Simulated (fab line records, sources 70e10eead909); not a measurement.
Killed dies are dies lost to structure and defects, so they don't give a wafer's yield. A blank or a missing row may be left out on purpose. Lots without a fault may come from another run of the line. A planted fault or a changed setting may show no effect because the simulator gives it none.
Chamber matching | flow nand_harc | NHARC_A_STAIRCASE_ETCH_253 on rie_diel-04: 4 sister chambers
The step etches the open film in C4F8/O2, target depth 50 nm, time 20.2 s. 14 wafers are shown with their chamber, then 7 later ones without.

WAFERS WITH THEIR CHAMBER
wafer  | chamber | rf_fwd_power_W (W) | rf_vpp_V (V) | oes_product_au (a.u.)
L075.2 | 1       | 591                | 896          | 0.980
L075.3 | 3       | 582                | 888          | 0.961
L075.6 | 3       | 583                | 890          | 0.963
L078.3 | 3       | 583                | 889          | 0.925
L078.5 | 1       | 589                | 896          | 0.921
L078.6 | 2       | 593                | 889          | 0.927
L077.3 | 3       | 585                | 887          | 0.955
L077.4 | 2       | 596                | 890          | 0.954
L077.5 | 1       | 588                | 894          | 0.973
L082.2 | 0       | 581                | 892          | 0.976
L082.3 | 1       | 588                | 895          | 0.966
L082.5 | 0       | 585                | 894          | 0.973
L086.1 | 0       | 583                | 892          | 0.967
L086.4 | 1       | 591                | 895          | 0.969

SIGNATURES (means of the wafers above)
reading        | chamber 0 | chamber 1 | chamber 2 | chamber 3 | scatter within a chamber
rf_fwd_power_W | 583.00    | 589.40    | 594.50    | 583.25    | 1.63
rf_vpp_V       | 892.67    | 895.20    | 889.50    | 888.50    | 1.05
oes_product_au | 0.97200   | 0.96180   | 0.94050   | 0.95100   | 0.0188
Rule: a wafer's distance from a chamber is the root of the sum, over the readings, of the square of ((its reading less the chamber's mean) divided by the reading's scatter). The wafer belongs to the nearest chamber; if the next one is less than 2 further off, it can't be placed. The scatter: the root of (the sum of the squares of (reading less its chamber's mean) over the shown wafers, divided by (wafers less chambers)).

WAFERS WITHOUT THEIR CHAMBER
wafer  | rf_fwd_power_W (W) | rf_vpp_V (V) | oes_product_au (a.u.)
L086.5 | 581                | 893          | 0.968
L096.4 | 591                | 889          | 0.925
L096.5 | 584                | 888          | 0.922
L096.6 | 584                | 891          | 0.932
L097.1 | 581                | 892          | 0.970
L097.2 | 588                | 895          | 0.965
L097.4 | 588                | 889          | 0.975

WHICH CHAMBER EACH WENT THROUGH
wafer  | from the rows above          | in truth
L086.5 | 0                            | 0
L096.4 | 2                            | 2
L096.5 | 3                            | 3
L096.6 | can't be placed: 3 or 0      | 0
L097.1 | 0                            | 0
L097.2 | 1                            | 1
L097.4 | can't be placed: 3 or 2 or 0 | 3
Placed correctly: 5 of 7. Can't be placed from these rows: 2 (the true chamber is among the candidates in 2). Placed wrongly: 0.
